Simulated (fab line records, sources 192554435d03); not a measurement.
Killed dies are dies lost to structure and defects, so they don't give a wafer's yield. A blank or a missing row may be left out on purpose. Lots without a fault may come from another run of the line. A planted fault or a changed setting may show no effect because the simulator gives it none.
Chamber matching | flow n5_finfet | N5_BEOL_M1_PRE_CLEAN_60 on cvd_co-02: 3 sister chambers
The step time 15 s. 6 wafers are shown with their chamber, then 12 later ones without.

WAFERS WITH THEIR CHAMBER
wafer  | chamber | heater_power_w (W)
L085.1 | 2       | 75
L085.2 | 0       | 117
L085.3 | 1       | 114
L085.4 | 2       | 75
L085.5 | 0       | 116
L085.6 | 1       | 116

WAFERS WITHOUT THEIR CHAMBER
wafer  | heater_power_w (W)
L086.2 | 74
L086.3 | 116
L086.6 | 115
L088.1 | 74
L088.2 | 115
L088.3 | 118
L088.4 | 76
L088.5 | 119
L088.6 | 113
L091.2 | 114
L091.5 | 77
L091.6 | 119

WHICH CHAMBER EACH WENT THROUGH
wafer  | from the rows above     | in truth
L086.2 | 2                       | 2
L086.3 | can't be placed: 0 or 1 | 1
L086.6 | can't be placed: 1 or 0 | 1
L088.1 | 2                       | 2
L088.2 | can't be placed: 1 or 0 | 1
L088.3 | can't be placed: 0 or 1 | 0
L088.4 | 2                       | 2
L088.5 | can't be placed: 0 or 1 | 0
L088.6 | can't be placed: 1 or 0 | 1
L091.2 | can't be placed: 1 or 0 | 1
L091.5 | 2                       | 2
L091.6 | can't be placed: 0 or 1 | 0
Placed correctly: 4 of 12. Can't be placed from these rows: 8 (the true chamber is among the candidates in 8). Placed wrongly: 0.
How it was worked out, from the rows above alone: a wafer's distance from a chamber is the root of the sum, over the readings, of the square of ((its reading less the chamber's mean) divided by the reading's scatter). The wafer belongs to the nearest chamber; if the next one is less than 2 further off, it can't be placed. A chamber's mean is the mean of its shown wafers. The scatter: the root of (the sum of the squares of (reading less its chamber's mean) over the shown wafers, divided by (wafers less chambers)).
